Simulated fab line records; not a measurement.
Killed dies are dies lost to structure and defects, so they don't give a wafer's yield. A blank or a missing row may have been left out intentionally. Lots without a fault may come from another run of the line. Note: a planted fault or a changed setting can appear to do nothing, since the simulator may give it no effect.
The same fault as seen by 3 desks ; flow nand harc ; what lay behind the numbers comes last; until then each desk has only its own

== FROM THE METROLOGY DESK ==
Lot by lot, what the gauges showed, no matter which tool ran the lot: averages of those sampled wafers that carry a number. A lot is out of limits, marked OUT, if its mean lies more than 4 standard deviations from the usual mean; the brackets give that distance.
Columns: A = cd nm at NHARC_A_SLIT_CD_MEAS_09, usual 300.1 nm
lot;first seen here;A
L610;day 15 10:31;299.2
L614;day 15 16:23;300.1
L615;day 16 05:54;299.5
L616;day 16 12:59;300.3
L618;day 17 16:58;300.5
L622;day 18 00:26;299.8
L626;day 18 15:46;300.5
L627;day 18 21:31;299.4
L628;day 19 07:16;300.2
L629;day 19 08:01;300.9
L630;day 20 09:08;299.5
This desk found nothing out of limits on any of the 11 lots.

== THE DEFECT DESK ==
What the inspections along the route counted, lot by lot: means of the sampled wafers that have a number. A lot is out of limits, marked OUT, if its mean lies more than 4 standard deviations from the usual mean; the brackets give that distance.
Columns: A = raw defect count at NHARC_A_SIN_REMOVE_INSPECT_04, usual 291
lot;first seen here;A
L610;day 15 23:19;270
L614;day 16 04:04;255
L615;day 16 17:11;237
L616;day 17 02:41;228
L618;day 18 04:28;291
L622;day 18 12:04;193
L626;day 19 01:05;219
L627;day 19 08:47;735 (+5.5) OUT
L628;day 19 19:49;293
L629;day 19 19:49;666 (+4.6) OUT
L630;day 20 19:50;333
Finding of this desk: L627, L629 out of limits; the first was L627 at day 19 08:47, on raw defect count at NHARC_A_SIN_REMOVE_INSPECT_04. L610, L614, L615, L616, L618, L622, L626, L628, L630: within limits.

== FOR THE TOOL OWNER'S DESK: har etch-01 ==
The tool's own readings at NHARC_A_SLIT_ETCH_26 (etches the open film in C4F8/O2/Ar, time 90 s, target depth 400 nm): means of the sampled wafers that have a number, for each lot that ran on this tool. A lot is out of limits, marked OUT, if its mean lies more than 4 standard deviations from the usual mean; the brackets give that distance.
Columns: A = drypump motor current A at NHARC_A_SLIT_ETCH_26, usual 5.7 A; B = showerhead plenum p Torr at NHARC_A_SLIT_ETCH_26, usual 3.67 Torr; C = throttle valve pct at NHARC_A_SLIT_ETCH_26, usual 27.619 %
lot;first seen here;A;B;C
L610;day 15 17:05;5.8;3.70;27.609
L615;day 16 08:22;5.8;3.69;27.620
L616;day 16 17:49;5.5;3.64;27.616
L622;day 18 03:10;5.8;3.68;27.625
L626;day 18 18:37;5.9;3.68;27.618
L627;day 18 23:56;5.5;3.63;27.616
L629;day 19 11:25;5.8;3.67;27.622
This desk found nothing out of limits on any of the 7 lots.

== BROUGHT TOGETHER ==
The defect desk could have raised an alarm at day 19 08:47, on L627, L629.
From the metrology desk's view, nothing was out of limits.
Nothing out of limits was seen by the tool owner's desk.
The metrology desk has L627, L629 on record, within its limits.
On record at the tool owner's desk: L627, L629, within its limits.
On har etch-01, each named lot ran NHARC_A_SLIT_ETCH_26.

== WHAT THE SIMULATOR HAD PUT IN ==
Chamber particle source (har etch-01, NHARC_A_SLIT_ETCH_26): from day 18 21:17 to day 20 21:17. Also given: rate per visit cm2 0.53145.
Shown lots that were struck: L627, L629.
Hours from the fault's start to each desk's first reading out of limits: the defect desk, 12.
